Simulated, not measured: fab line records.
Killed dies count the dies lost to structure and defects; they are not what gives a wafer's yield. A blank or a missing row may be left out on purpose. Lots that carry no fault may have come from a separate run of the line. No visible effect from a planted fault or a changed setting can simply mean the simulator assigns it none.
The tool behind it: which one?    flow nand harc    72 wafers from 24 lots sampled at 3 of the route's 1159 steps

WHAT THE GAUGES READ, wafer by wafer
NHARC_A_M0_CD_MEAS_09: target cd 80 nm.
lot   measured      on         cd nm (nm)
L077  day 17 20:11  cd sem-02  79.9 80.7 81.2
L075  day 17 21:58  cd sem-02  80.8 80.0 81.9
L074  day 18 00:59  cd sem-03  80.1 79.7 80.3
L079  day 18 01:57  cd sem-03  80.2 81.7 79.5
L078  day 18 02:55  cd sem-02  79.7 80.0 80.5
L076  day 18 04:44  cd sem-03  79.8 79.9 79.3
L080  day 19 01:35  cd sem-02  80.4 81.0 79.8
L084  day 19 17:22  cd sem-01  81.7 80.4 79.9
L082  day 19 19:59  cd sem-01  80.5 80.8 79.4
L081  day 20 01:14  cd sem-02  81.1 82.0 80.7
L083  day 20 04:41  cd sem-03  80.5 79.6 79.9
L086  day 20 13:56  cd sem-03  79.4 80.5 79.2
L089  day 20 14:02  cd sem-01  80.1 80.7 80.7
L087  day 20 17:37  cd sem-02  81.3 80.2 82.7
L085  day 20 18:29  cd sem-02  80.0 79.2 80.5
L088  day 21 11:14  cd sem-03  80.5 81.4 81.6
L090  day 21 12:40  cd sem-02  80.0 79.3 79.3
L091  day 21 20:25  cd sem-01  80.7 82.1 79.0
L092  day 22 14:43  cd sem-03  79.8 78.8 79.5
L094  day 22 15:56  cd sem-02  82.0 80.3 81.3
L093  day 23 00:29  cd sem-03  79.5 80.2 80.5
L095  day 23 07:47  cd sem-01  80.5 79.4 81.2
L096  day 23 08:18  cd sem-01  79.0 78.7 79.0
L097  day 24 00:55  cd sem-02  80.2 81.2 80.8

WHAT TOOL EACH LOT RAN ON (gives the tool, then ch and the chambers of the sampled wafers, and finally the start)
lot   NHARC_A_CONTACT_ETCH_134              NHARC_A_BLC_CMP_25
L077  har cap etch-03 ch 0,1, day 17 10:16  cmp-03 ch 1,2,3, day 17 18:45
L075  har cap etch-02 ch 0,1, day 17 13:10  cmp-03 ch 1,2, day 17 20:47
L074  har cap etch-01 ch 0,1, day 17 16:28  cmp-01 ch 1,2,3, day 17 23:52
L079  har cap etch-02 ch 0,1, day 17 17:17  cmp-03 ch 1,2,3, day 18 00:40
L078  har cap etch-03 ch 0,1, day 17 18:36  cmp-04 ch 1,2,3, day 18 01:39
L076  har cap etch-01 ch 0,1, day 17 19:40  cmp-03 ch 1,2,3, day 18 03:20
L080  har cap etch-02 ch 0,1, day 18 14:10  cmp-04 ch 0,2,3, day 19 00:15
L084  har cap etch-01 ch 0, day 19 05:47    cmp-01 ch 1,2,3, day 19 15:55
L082  har cap etch-01 ch 0,1, day 19 10:38  cmp-04 ch 0,2, day 19 18:49
L081  har cap etch-02 ch 0,1, day 19 14:50  cmp-04 ch 0,2,3, day 19 23:34
L083  har cap etch-01 ch 1, day 19 17:43    cmp-04 ch 0,3, day 20 03:31
L086  har cap etch-02 ch 0,1, day 20 02:40  cmp-01 ch 0,1,3, day 20 12:28
L089  har cap etch-01 ch 0, day 20 03:17    cmp-01 ch 0,1,2, day 20 12:43
L087  har cap etch-03 ch 0,1, day 20 07:35  cmp-04 ch 2,3, day 20 16:23
L085  har cap etch-03 ch 0,1, day 20 08:38  cmp-04 ch 1,2,3, day 20 16:59
L088  har cap etch-03 ch 0,1, day 20 16:05  cmp-04 ch 1,3, day 21 09:58
L090  har cap etch-02 ch 0,1, day 20 19:28  cmp-01 ch 0,2, day 21 11:30
L091  har cap etch-01 ch 0,1, day 20 21:09  cmp-01 ch 0,1,2, day 21 19:05
L092  har cap etch-02 ch 0,1, day 21 23:34  cmp-03 ch 2,3, day 22 13:33
L094  har cap etch-02 ch 0,1, day 22 01:57  cmp-04 ch 1,2,3, day 22 14:00
L093  har cap etch-01 ch 0,1, day 22 05:19  cmp-03 ch 0,1,2, day 22 22:40
L095  har cap etch-01 ch 0,1, day 22 14:38  cmp-01 ch 1,2,3, day 23 06:32
L096  har cap etch-03 ch 0,1, day 22 15:23  cmp-04 ch 1,2,3, day 23 06:55
L097  har cap etch-02 ch 0,1, day 23 10:28  cmp-01 ch 2,3, day 23 23:37
- NHARC_A_CONTACT_ETCH_134: etches the open film in C4F8/O2/Ar, time 140 s, target depth 700 nm.
- NHARC_A_BLC_CMP_25: polishes, t overpolish 30 s, target thk 150 nm.

WHAT THE TOOLS THEMSELVES READ (means of the sampled wafers that have a number; where no wafer has one, the mark that the record gives instead)
NHARC_A_BLC_CMP_25.
lot   tool    motor current A (A)  overpolish run s (s)  time to endpoint s (s)
L077  cmp-03  12.3                 30.011                30
L075  cmp-03  12.2                 30.000                29
L074  cmp-01  12.2                 30.006                30
L079  cmp-03  12.6                 29.995                31
L078  cmp-04  12.2                 30.005                28
L076  cmp-03  12.2                 29.994                31
L080  cmp-04  11.4                 30.001                24
L084  cmp-01  12.4                 29.994                35
L082  cmp-04  10.9                 30.000                27
L081  cmp-04  11.8                 30.004                26
L083  cmp-04  12.6                 30.007                26
L086  cmp-01  12.2                 30.002                32
L089  cmp-01  11.3                 30.004                31
L087  cmp-04  11.8                 29.999                28
L085  cmp-04  12.0                 29.996                29
L088  cmp-04  13.5                 30.006                32
L090  cmp-01  11.7                 30.000                34
L091  cmp-01  11.2                 30.000                33
L092  cmp-03  12.7                 30.002                25
L094  cmp-04  12.1                 29.995                28
L093  cmp-03  12.8                 29.998                26
L095  cmp-01  12.1                 29.990                33
L096  cmp-04  11.6                 29.999                30
L097  cmp-01  13.2                 29.993                27

THE ANSWER, worked out from the rows above alone
Rule: what is usual is taken from the lots themselves. The widest of any qualifying gaps counts: lots, ordered by their means at a reading, are off when they make up no more than a third of the lots, leave a main group of 4 or more, and stand apart from it by 3 or more times the standard deviation of that group's means. If all means in a main group match to the digits the tables above print for the reading, that group is not used. Also off: a lot with no number at a reading for which 4 or more lots have one. Any other lot the step has rows for is counted as sound. Order of review: gauges by route order, followed by the tools' own readings, for which a lot's mean as printed above is used. At the first step where some lot is off, the reading lying furthest off is the one used; lots without a number count as furthest.
None of the lots is off at any reading shown; this tells nothing.

WHAT THE SIMULATOR HAD PUT IN
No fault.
